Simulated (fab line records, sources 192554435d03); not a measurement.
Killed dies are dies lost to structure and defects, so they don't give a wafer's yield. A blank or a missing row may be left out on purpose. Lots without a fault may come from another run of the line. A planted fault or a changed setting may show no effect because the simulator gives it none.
Problem report in the 8D (eight disciplines) form, filled by code | flow n5_finfet | the parts of the form that need people (team, actions taken, sign-off) are left out

1. THE PROBLEM
VIA_MOL_THK at N5_MOL_CONTACT_COAG_THK_MEAS_53 reads a mean of 40.7 nm on 2 wafers of 2 lots; wafers without a fault read 43.9 nm with a standard deviation of 0.67. That is -4.9 standard deviations from the usual mean.
First seen on wafer L617.6, day 7 23:45, on film_metro-01. The record holds 36 wafers of 12 lots with a number at this step. Rule for "out", or "out of limits": more than 4 standard deviations from the usual mean. The other wafers with a number count as sound.

2. WHAT IT IS AND WHAT IT IS NOT
question                    | is               | is not
which readings at this step | VIA_MOL_THK      | -
which lots                  | L617, L618       | L606, L608, L613, L620, L621, L623, L624, L625, L627, L628
which wafers of those lots  | L617.6, L618.1   | L617.2, L617.3, L618.3, L618.4
read on which gauges        | film_metro-01    | film_metro-02
when                        | from day 7 23:45 | up to then (11 sound wafers); but 23 sound wafers of L618, L620, L621, L623, L624, L625, L627, L628 came after

3. SUSPECTS, AND WHAT RULES EACH OUT
Counting: a tool at a process step up to the reading stays a suspect if it ran every lot that is out. Sound lots after the first of them don't rule it out here, since some wafers of a struck lot are sound.
- the gauge at N5_MOL_CONTACT_COAG_THK_MEAS_53: kept. All the wafers that are out were read on film_metro-01, and no step on other tools shows them out.
- pecvd-04 at N5_MOL_CONTACT_COAG_PECVD_31 (deposits SiO2 from TEOS/O2, target thk 46 nm, time 8.9 s): kept. It ran every lot that is out, first L617 (day 7 20:19); its last sound lot up to then is L613 (day 6 17:41).
Left after counting: pecvd-04 at N5_MOL_CONTACT_COAG_PECVD_31, film_metro-01 at N5_MOL_CONTACT_COAG_THK_MEAS_53.

4. THE CAUSE (what the simulator had put in)
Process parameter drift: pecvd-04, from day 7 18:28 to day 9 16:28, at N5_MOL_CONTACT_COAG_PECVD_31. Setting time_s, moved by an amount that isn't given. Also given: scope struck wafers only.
Counting left 2 suspects, and this tool is among them.

5. THE CHAIN OF EFFECTS, in route order
Each row: a reading whose mean over the struck wafers that have a number lies more than 3 standard deviations from the usual. Only readings for which the record gives a usual standard deviation are gone through. hours: the time from each lot's start at the first step in this table that gives one to its start at this step, as a median over the lots. sigmas: the change in usual standard deviations.
hours | step                            | reading     | usual   | on struck wafers | change | sigmas
0     | N5_MOL_CONTACT_COAG_THK_MEAS_53 | VIA_MOL_THK | 43.9 nm | 40.7             | -3.2   | -4.9

6. WHAT WOULD HAVE CAUGHT IT SOONER
In this record the first reading out of limits at a measuring or inspecting step was taken at day 7 23:45, 5 hours after the fault began at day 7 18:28.
Of the lots that are out (2), L618 began N5_MOL_CONTACT_COAG_PECVD_31 on pecvd-04 after day 7 23:45. A hold on the tool at that time would have spared it.
